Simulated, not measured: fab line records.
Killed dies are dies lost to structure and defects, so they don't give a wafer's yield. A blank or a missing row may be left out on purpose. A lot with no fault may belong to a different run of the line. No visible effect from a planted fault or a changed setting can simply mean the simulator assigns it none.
Matching of chambers    flow n5-finfet    N5_HKMG_FIN_ETCH_55 on rie-diel-05: 4 sister chambers
The step etches SOC in N2/H2, target depth 240 nm, time 300 s. 4 wafers are shown with their chamber, then 7 later ones without.

== WAFERS WITH THEIR CHAMBER ==
wafer   chamber  showerhead-plenum-p-Torr (Torr)
L080.4  3        2.73
L083.3  0        2.50
L090.1  2        2.64
L090.3  1        2.48

== WAFERS WITH NO CHAMBER GIVEN ==
wafer   showerhead-plenum-p-Torr (Torr)
L090.5  2.72
L093.2  2.49
L093.4  2.63
L093.6  2.49
L095.1  2.71
L095.3  2.48
L095.6  2.49

== EACH ONE'S CHAMBER ==
wafer   from the rows above      in truth
L090.5  3                        3
L093.2  can't be placed: 0 or 1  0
L093.4  2                        2
L093.6  can't be placed: 0 or 1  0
L095.1  3                        3
L095.3  can't be placed: 1 or 0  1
L095.6  can't be placed: 0 or 1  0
3 of 7 placed correctly. From these rows, 4 cannot be placed; in 4 the true chamber is one of the candidates. Placed wrongly: 0.
How it was worked out, from the rows above alone: a wafer's distance from a chamber is the root of the sum, over the readings, of the square of ((its reading less the chamber's mean) divided by the reading's scatter). If the next closest chamber is less than 2 further off than the closest, the wafer can't be placed; otherwise it belongs to the closest. For every chamber, the mean is computed from those of its wafers that are shown. The scatter (one wafer shown for each chamber): square how far every hidden wafer sits from the nearest shown wafer, average those squares and take the square root.
